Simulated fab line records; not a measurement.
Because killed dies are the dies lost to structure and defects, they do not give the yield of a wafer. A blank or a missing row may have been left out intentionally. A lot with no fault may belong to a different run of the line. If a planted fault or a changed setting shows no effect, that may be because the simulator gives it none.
Which of the tools did it? / flow n5_finfet / 24 wafers from 8 lots sampled at 5 of the route's 1938 steps

== WHAT THE GAUGES SHOWED, per wafer ==
N5_BEOL_M4_RC_MEAS_101. Usual: DIBL_N 36.5 mV/V, standard deviation 1.7; DIBL_P 36.3 mV/V, standard deviation 2.1; IOFF_N 0.16 nA/um, standard deviation 0.036; IOFF_P 0.21 nA/um, standard deviation 0.037; ION_N 676 uA/um, standard deviation 12; ION_P 462 uA/um, standard deviation 7.6; SS_N 71.5 mV/dec, standard deviation 0.68; SS_P 73.3 mV/dec, standard deviation 0.63; VT_N 249 mV, standard deviation 3.5; VT_P -250 mV, standard deviation 3.5.
lot=L333; measured=day 8 08:06; on=prober-01; DIBL_N (mV/V)=36.5 37.3 37.0; DIBL_P (mV/V)=36.5 37.2 36.9; IOFF_N (nA/um)=0.18 0.20 0.19; IOFF_P (nA/um)=0.22 0.23 0.22; ION_N (uA/um)=682 687 685; ION_P (uA/um)=472 463 466; SS_N (mV/dec)=71.6 72.3 72.0; SS_P (mV/dec)=73.3 73.7 73.5; VT_N (mV)=248 247 244; VT_P (mV)=-248 -250 -248; flag=
lot=L345; measured=day 11 11:20; on=prober-01; DIBL_N (mV/V)=34.2 36.2 36.8; DIBL_P (mV/V)=35.5 37.2 38.8; IOFF_N (nA/um)=0.12 0.15 0.18; IOFF_P (nA/um)=0.17 0.19 0.22; ION_N (uA/um)=664 677 686; ION_P (uA/um)=455 457 465; SS_N (mV/dec)=70.5 70.7 71.7; SS_P (mV/dec)=73.1 73.5 74.0; VT_N (mV)=252 249 247; VT_P (mV)=-254 -250 -250; flag=
lot=L347; measured=day 11 11:36; on=prober-02; DIBL_N (mV/V)=38.1 35.3 36.1; DIBL_P (mV/V)=39.7 36.3 37.3; IOFF_N (nA/um)=0.23 0.17 0.19; IOFF_P (nA/um)=0.26 0.21 0.22; ION_N (uA/um)=695 685 688; ION_P (uA/um)=469 467 466; SS_N (mV/dec)=73.0 71.8 71.5; SS_P (mV/dec)=73.4 73.4 73.4; VT_N (mV)=244 250 248; VT_P (mV)=-248 -250 -252; flag=
lot=L348; measured=day 12 00:33; on=prober-02; DIBL_N (mV/V)=36.0 34.1 35.2; DIBL_P (mV/V)=36.6 34.7 36.3; IOFF_N (nA/um)=0.15 0.13 0.15; IOFF_P (nA/um)=0.21 0.19 0.21; ION_N (uA/um)=667 677 675; ION_P (uA/um)=456 466 466; SS_N (mV/dec)=72.2 71.1 71.9; SS_P (mV/dec)=73.3 73.0 73.5; VT_N (mV)=252 251 251; VT_P (mV)=-250 -250 -250; flag=
lot=L350; measured=day 11 16:50; on=prober-01; DIBL_N (mV/V)=37.6 35.3 39.6; DIBL_P (mV/V)=38.6 35.9 40.3; IOFF_N (nA/um)=0.18 0.13 0.23; IOFF_P (nA/um)=0.22 0.19 0.25; ION_N (uA/um)=681 667 682; ION_P (uA/um)=467 459 463; SS_N (mV/dec)=72.4 71.0 72.1; SS_P (mV/dec)=73.6 73.3 74.1; VT_N (mV)=248 253 244; VT_P (mV)=-250 -251 -247; flag=
lot=L353; measured=day 13 01:03; on=prober-02; DIBL_N (mV/V)=37.4 36.9 37.0; DIBL_P (mV/V)=38.3 37.2 37.3; IOFF_N (nA/um)=0.16 0.16 0.16; IOFF_P (nA/um)=0.22 0.21 0.21; ION_N (uA/um)=676 682 667; ION_P (uA/um)=461 461 463; SS_N (mV/dec)=71.4 70.6 71.3; SS_P (mV/dec)=74.0 73.2 72.6; VT_N (mV)=251 250 250; VT_P (mV)=-249 -251 -248; flag=

== TOOL THAT RAN EACH LOT (tool first, then ch and the chambers of the sampled wafers, then the start) ==
lot=L333; N5_BEOL_M0_SAQP_PECVD_97=pecvd-02 ch 0,2, day 5 13:50; N5_BEOL_M0_SAQP_ETCH_102=rie_si-03 ch 1,3, day 5 16:47; N5_BEOL_M0_SAQP_ETCH_107=rie_diel-01 ch 0,1,2, day 5 17:46; N5_BEOL_M0_SAQP_SPACER2_ETCHBACK_27=rie_diel-05 ch 0,3, day 5 19:03
lot=L336; N5_BEOL_M0_SAQP_PECVD_97=pecvd-02 ch 0,1,2, day 6 06:36; N5_BEOL_M0_SAQP_ETCH_102=rie_si-03 ch 1,2,3, day 6 09:08; N5_BEOL_M0_SAQP_ETCH_107=rie_diel-04 ch 0,1,3, day 6 09:57; N5_BEOL_M0_SAQP_SPACER2_ETCHBACK_27=rie_diel-01 ch 1,2,3, day 6 10:50
lot=L337; N5_BEOL_M0_SAQP_PECVD_97=pecvd-01 ch 0,1,2, day 6 09:17; N5_BEOL_M0_SAQP_ETCH_102=rie_si-03 ch 0,1,3, day 6 12:13; N5_BEOL_M0_SAQP_ETCH_107=rie_diel-05 ch 1,2,3, day 6 12:51; N5_BEOL_M0_SAQP_SPACER2_ETCHBACK_27=rie_diel-05 ch 1,3, day 6 15:08
lot=L345; N5_BEOL_M0_SAQP_PECVD_97=pecvd-02 ch 0,2, day 8 14:01; N5_BEOL_M0_SAQP_ETCH_102=rie_si-03 ch 0,1,2, day 8 17:02; N5_BEOL_M0_SAQP_ETCH_107=rie_diel-01 ch 2,3, day 8 17:39; N5_BEOL_M0_SAQP_SPACER2_ETCHBACK_27=rie_diel-01 ch 1,2,3, day 8 18:42
lot=L347; N5_BEOL_M0_SAQP_PECVD_97=pecvd-02 ch 0,1,2, day 8 22:56; N5_BEOL_M0_SAQP_ETCH_102=rie_si-03 ch 0,3, day 9 01:26; N5_BEOL_M0_SAQP_ETCH_107=rie_diel-04 ch 0,3, day 9 02:04; N5_BEOL_M0_SAQP_SPACER2_ETCHBACK_27=rie_diel-01 ch 1,2,3, day 9 02:51
lot=L348; N5_BEOL_M0_SAQP_PECVD_97=pecvd-03 ch 0,1,2, day 9 03:47; N5_BEOL_M0_SAQP_ETCH_102=rie_si-03 ch 0,2, day 9 06:16; N5_BEOL_M0_SAQP_ETCH_107=rie_diel-05 ch 2,3, day 9 06:53; N5_BEOL_M0_SAQP_SPACER2_ETCHBACK_27=rie_diel-01 ch 1,2, day 9 08:17
lot=L350; N5_BEOL_M0_SAQP_PECVD_97=pecvd-03 ch 0,1,2, day 9 14:59; N5_BEOL_M0_SAQP_ETCH_102=rie_si-03 ch 0,3, day 9 17:31; N5_BEOL_M0_SAQP_ETCH_107=rie_diel-05 ch 1,3, day 9 18:08; N5_BEOL_M0_SAQP_SPACER2_ETCHBACK_27=rie_diel-05 ch 0,2, day 9 18:55
lot=L353; N5_BEOL_M0_SAQP_PECVD_97=pecvd-02 ch 0,1, day 10 05:11; N5_BEOL_M0_SAQP_ETCH_102=rie_si-03 ch 0,2, day 10 07:53; N5_BEOL_M0_SAQP_ETCH_107=rie_diel-01 ch 1,3, day 10 08:30; N5_BEOL_M0_SAQP_SPACER2_ETCHBACK_27=rie_diel-01 ch 2,3, day 10 09:18
- N5_BEOL_M0_SAQP_PECVD_97: deposits SiNx from SiH4/NH3/N2, target thk 23 nm, time 19.9 s.
- N5_BEOL_M0_SAQP_ETCH_102: etches SiO2 in CF4, target depth 4 nm, time 4.4 s.
- N5_BEOL_M0_SAQP_ETCH_107: etches SiNx in CH3F/O2, target depth 30 nm.
- N5_BEOL_M0_SAQP_SPACER2_ETCHBACK_27: etches SiO2 in CHF3/O2, target depth 22.5 nm, time 11.25 s.

== WHAT THE TOOLS THEMSELVES READ (means of the sampled wafers that have a number; where no wafer has one, the mark that the record gives instead) ==
N5_BEOL_M0_SAQP_PECVD_97. Usual: heater_power_w 530 W, standard deviation 71; showerhead_plenum_p_Torr 5.16 Torr, standard deviation 0.056; throttle_valve_pct 40.4 %, standard deviation 1.9.
lot=L333; tool=pecvd-02; heater_power_w (W)=597; showerhead_plenum_p_Torr (Torr)=5.24; throttle_valve_pct (%)=38.8; flag=
lot=L336; tool=pecvd-02; heater_power_w (W)=588; showerhead_plenum_p_Torr (Torr)=5.18; throttle_valve_pct (%)=40.2; flag=
lot=L337; tool=pecvd-01; heater_power_w (W)=583; showerhead_plenum_p_Torr (Torr)=5.12; throttle_valve_pct (%)=40.2; flag=
lot=L345; tool=pecvd-02; heater_power_w (W)=571; showerhead_plenum_p_Torr (Torr)=5.23; throttle_valve_pct (%)=39.8; flag=
lot=L347; tool=pecvd-02; heater_power_w (W)=573; showerhead_plenum_p_Torr (Torr)=5.19; throttle_valve_pct (%)=40.4; flag=
lot=L348; tool=pecvd-03; heater_power_w (W)=431; showerhead_plenum_p_Torr (Torr)=5.15; throttle_valve_pct (%)=40.8; flag=
lot=L350; tool=pecvd-03; heater_power_w (W)=464; showerhead_plenum_p_Torr (Torr)=5.16; throttle_valve_pct (%)=40.8; flag=
lot=L353; tool=pecvd-02; heater_power_w (W)=580; showerhead_plenum_p_Torr (Torr)=5.15; throttle_valve_pct (%)=40.8; flag=

N5_BEOL_M0_SAQP_ETCH_102. Usual: bias_w 400.0 W, standard deviation 1.2; cf4_flow_sccm 80.02 sccm, standard deviation 0.27; chamber_pressure_mTorr 10.001 mTorr, standard deviation 0.0088; drypump_motor_current_A 5.8 A, standard deviation 0.52; oes_product_au 1.002 a.u., standard deviation 0.013; throttle_valve_pct 21.71 %, standard deviation 0.24.
lot=L333; tool=rie_si-03; bias_w (W)=399.5; cf4_flow_sccm (sccm)=80.06; chamber_pressure_mTorr (mTorr)=10.002; drypump_motor_current_A (A)=5.9; oes_product_au (a.u.)=0.997; throttle_valve_pct (%)=21.44; flag=
lot=L336; tool=rie_si-03; bias_w (W)=-; cf4_flow_sccm (sccm)=-; chamber_pressure_mTorr (mTorr)=-; drypump_motor_current_A (A)=-; oes_product_au (a.u.)=-; throttle_valve_pct (%)=-; flag=OFF
lot=L337; tool=rie_si-03; bias_w (W)=-; cf4_flow_sccm (sccm)=-; chamber_pressure_mTorr (mTorr)=-; drypump_motor_current_A (A)=-; oes_product_au (a.u.)=-; throttle_valve_pct (%)=-; flag=OFF
lot=L345; tool=rie_si-03; bias_w (W)=399.3; cf4_flow_sccm (sccm)=80.02; chamber_pressure_mTorr (mTorr)=9.994; drypump_motor_current_A (A)=5.4; oes_product_au (a.u.)=1.005; throttle_valve_pct (%)=21.70; flag=
lot=L347; tool=rie_si-03; bias_w (W)=400.4; cf4_flow_sccm (sccm)=80.01; chamber_pressure_mTorr (mTorr)=10.001; drypump_motor_current_A (A)=5.9; oes_product_au (a.u.)=1.012; throttle_valve_pct (%)=21.79; flag=
lot=L348; tool=rie_si-03; bias_w (W)=399.7; cf4_flow_sccm (sccm)=80.07; chamber_pressure_mTorr (mTorr)=10.002; drypump_motor_current_A (A)=5.2; oes_product_au (a.u.)=1.015; throttle_valve_pct (%)=21.79; flag=
lot=L350; tool=rie_si-03; bias_w (W)=399.3; cf4_flow_sccm (sccm)=79.77; chamber_pressure_mTorr (mTorr)=10.005; drypump_motor_current_A (A)=6.0; oes_product_au (a.u.)=1.012; throttle_valve_pct (%)=21.62; flag=
lot=L353; tool=rie_si-03; bias_w (W)=400.7; cf4_flow_sccm (sccm)=79.45; chamber_pressure_mTorr (mTorr)=9.994; drypump_motor_current_A (A)=5.2; oes_product_au (a.u.)=1.013; throttle_valve_pct (%)=21.80; flag=

N5_BEOL_M0_SAQP_ETCH_107. Usual: CH3F_flow_sccm 30.01 sccm, standard deviation 0.079; O2_flow_sccm 19.99 sccm, standard deviation 0.059; chamber_pressure_mTorr 30.003 mTorr, standard deviation 0.026; drypump_motor_current_A 5.8 A, standard deviation 0.41; mfc_ar_sccm 150.0 sccm, standard deviation 0.45; oes_f_703_au 0.80 a.u., standard deviation 0.065; oes_product_au 0.81 a.u., standard deviation 0.076; rf_vpp_V 296 V, standard deviation 6.1; showerhead_plenum_p_Torr 2.01 Torr, standard deviation 0.068; throttle_valve_pct 16.32 %, standard deviation 0.16.
lot=L333; tool=rie_diel-01; CH3F_flow_sccm (sccm)=30.02; O2_flow_sccm (sccm)=20.06; chamber_pressure_mTorr (mTorr)=29.991; drypump_motor_current_A (A)=5.9; mfc_ar_sccm (sccm)=150.1; oes_f_703_au (a.u.)=0.81; oes_product_au (a.u.)=0.81; rf_vpp_V (V)=293; showerhead_plenum_p_Torr (Torr)=1.99; throttle_valve_pct (%)=16.25; flag=
lot=L336; tool=rie_diel-04; CH3F_flow_sccm (sccm)=30.01; O2_flow_sccm (sccm)=19.92; chamber_pressure_mTorr (mTorr)=30.011; drypump_motor_current_A (A)=5.5; mfc_ar_sccm (sccm)=150.1; oes_f_703_au (a.u.)=0.80; oes_product_au (a.u.)=0.79; rf_vpp_V (V)=293; showerhead_plenum_p_Torr (Torr)=2.01; throttle_valve_pct (%)=16.35; flag=
lot=L337; tool=rie_diel-05; CH3F_flow_sccm (sccm)=29.99; O2_flow_sccm (sccm)=19.99; chamber_pressure_mTorr (mTorr)=30.013; drypump_motor_current_A (A)=5.9; mfc_ar_sccm (sccm)=149.7; oes_f_703_au (a.u.)=0.79; oes_product_au (a.u.)=0.78; rf_vpp_V (V)=296; showerhead_plenum_p_Torr (Torr)=2.00; throttle_valve_pct (%)=16.42; flag=
lot=L345; tool=rie_diel-01; CH3F_flow_sccm (sccm)=29.97; O2_flow_sccm (sccm)=20.00; chamber_pressure_mTorr (mTorr)=29.989; drypump_motor_current_A (A)=5.7; mfc_ar_sccm (sccm)=150.1; oes_f_703_au (a.u.)=0.77; oes_product_au (a.u.)=0.78; rf_vpp_V (V)=294; showerhead_plenum_p_Torr (Torr)=2.00; throttle_valve_pct (%)=16.39; flag=
lot=L347; tool=rie_diel-04; CH3F_flow_sccm (sccm)=29.92; O2_flow_sccm (sccm)=20.03; chamber_pressure_mTorr (mTorr)=30.009; drypump_motor_current_A (A)=5.5; mfc_ar_sccm (sccm)=150.4; oes_f_703_au (a.u.)=0.88; oes_product_au (a.u.)=0.89; rf_vpp_V (V)=296; showerhead_plenum_p_Torr (Torr)=2.09; throttle_valve_pct (%)=16.17; flag=
lot=L348; tool=rie_diel-05; CH3F_flow_sccm (sccm)=30.00; O2_flow_sccm (sccm)=19.96; chamber_pressure_mTorr (mTorr)=30.022; drypump_motor_current_A (A)=5.9; mfc_ar_sccm (sccm)=149.9; oes_f_703_au (a.u.)=0.75; oes_product_au (a.u.)=0.74; rf_vpp_V (V)=295; showerhead_plenum_p_Torr (Torr)=2.03; throttle_valve_pct (%)=16.43; flag=
lot=L350; tool=rie_diel-05; CH3F_flow_sccm (sccm)=29.90; O2_flow_sccm (sccm)=20.02; chamber_pressure_mTorr (mTorr)=30.002; drypump_motor_current_A (A)=6.1; mfc_ar_sccm (sccm)=149.9; oes_f_703_au (a.u.)=0.78; oes_product_au (a.u.)=0.76; rf_vpp_V (V)=292; showerhead_plenum_p_Torr (Torr)=1.97; throttle_valve_pct (%)=16.46; flag=
lot=L353; tool=rie_diel-01; CH3F_flow_sccm (sccm)=30.13; O2_flow_sccm (sccm)=19.97; chamber_pressure_mTorr (mTorr)=30.011; drypump_motor_current_A (A)=6.1; mfc_ar_sccm (sccm)=149.3; oes_f_703_au (a.u.)=0.77; oes_product_au (a.u.)=0.78; rf_vpp_V (V)=293; showerhead_plenum_p_Torr (Torr)=1.99; throttle_valve_pct (%)=16.28; flag=

N5_BEOL_M0_SAQP_SPACER2_ETCHBACK_27. Usual: chamber_pressure_mTorr 30.002 mTorr, standard deviation 0.026; drypump_motor_current_A 5.7 A, standard deviation 0.42; mfc_ar_sccm 199.9 sccm, standard deviation 0.58; oes_f_703_au 0.80 a.u., standard deviation 0.064; oes_product_au 0.81 a.u., standard deviation 0.072; rf_vpp_V 520 V, standard deviation 10; showerhead_plenum_p_Torr 2.42 Torr, standard deviation 0.085; throttle_valve_pct 18.86 %, standard deviation 0.16.
lot=L333; tool=rie_diel-05; chamber_pressure_mTorr (mTorr)=29.979; drypump_motor_current_A (A)=6.0; mfc_ar_sccm (sccm)=200.4; oes_f_703_au (a.u.)=0.69; oes_product_au (a.u.)=0.69; rf_vpp_V (V)=524; showerhead_plenum_p_Torr (Torr)=2.47; throttle_valve_pct (%)=19.05; flag=
lot=L336; tool=rie_diel-01; chamber_pressure_mTorr (mTorr)=29.987; drypump_motor_current_A (A)=5.9; mfc_ar_sccm (sccm)=199.7; oes_f_703_au (a.u.)=0.82; oes_product_au (a.u.)=0.82; rf_vpp_V (V)=514; showerhead_plenum_p_Torr (Torr)=2.38; throttle_valve_pct (%)=18.80; flag=
lot=L337; tool=rie_diel-05; chamber_pressure_mTorr (mTorr)=30.017; drypump_motor_current_A (A)=6.2; mfc_ar_sccm (sccm)=199.7; oes_f_703_au (a.u.)=0.77; oes_product_au (a.u.)=0.75; rf_vpp_V (V)=511; showerhead_plenum_p_Torr (Torr)=2.43; throttle_valve_pct (%)=18.88; flag=
lot=L345; tool=rie_diel-01; chamber_pressure_mTorr (mTorr)=29.990; drypump_motor_current_A (A)=5.8; mfc_ar_sccm (sccm)=200.3; oes_f_703_au (a.u.)=0.79; oes_product_au (a.u.)=0.80; rf_vpp_V (V)=515; showerhead_plenum_p_Torr (Torr)=2.38; throttle_valve_pct (%)=18.84; flag=
lot=L347; tool=rie_diel-01; chamber_pressure_mTorr (mTorr)=30.018; drypump_motor_current_A (A)=5.8; mfc_ar_sccm (sccm)=200.5; oes_f_703_au (a.u.)=0.79; oes_product_au (a.u.)=0.80; rf_vpp_V (V)=515; showerhead_plenum_p_Torr (Torr)=2.37; throttle_valve_pct (%)=18.85; flag=
lot=L348; tool=rie_diel-01; chamber_pressure_mTorr (mTorr)=29.997; drypump_motor_current_A (A)=5.5; mfc_ar_sccm (sccm)=199.6; oes_f_703_au (a.u.)=0.80; oes_product_au (a.u.)=0.81; rf_vpp_V (V)=511; showerhead_plenum_p_Torr (Torr)=2.35; throttle_valve_pct (%)=18.89; flag=
lot=L350; tool=rie_diel-05; chamber_pressure_mTorr (mTorr)=30.022; drypump_motor_current_A (A)=5.7; mfc_ar_sccm (sccm)=200.0; oes_f_703_au (a.u.)=0.84; oes_product_au (a.u.)=0.87; rf_vpp_V (V)=535; showerhead_plenum_p_Torr (Torr)=2.45; throttle_valve_pct (%)=18.88; flag=
lot=L353; tool=rie_diel-01; chamber_pressure_mTorr (mTorr)=29.995; drypump_motor_current_A (A)=5.7; mfc_ar_sccm (sccm)=200.2; oes_f_703_au (a.u.)=0.76; oes_product_au (a.u.)=0.77; rf_vpp_V (V)=517; showerhead_plenum_p_Torr (Torr)=2.39; throttle_valve_pct (%)=18.93; flag=

== THE ANSWER, worked out from the rows above alone ==
Rule: a lot counts as off when the mean over its wafers that have a number is more than 3 standard deviations away from the usual mean. A lot without any number at a reading at which 4 lots or more have one is off too. The other lots that the step has rows for count as sound. The gauges are gone through in route order, then the tools' own readings, and for those a lot's mean is taken as printed above. The first step at which some lot is off is used, and at that step the reading that is off furthest; a lot without a number counts as furthest.
Off at N5_BEOL_M0_SAQP_ETCH_102 (bias_w): L336, L337. Without a number there: L336, L337.
A tool fits if, at that step or a process step before it, it ran every lot that is off, and no sound lot after the first of them. Not one of the candidates tried fits.

== WHAT WAS PUT IN BY THE SIMULATOR ==
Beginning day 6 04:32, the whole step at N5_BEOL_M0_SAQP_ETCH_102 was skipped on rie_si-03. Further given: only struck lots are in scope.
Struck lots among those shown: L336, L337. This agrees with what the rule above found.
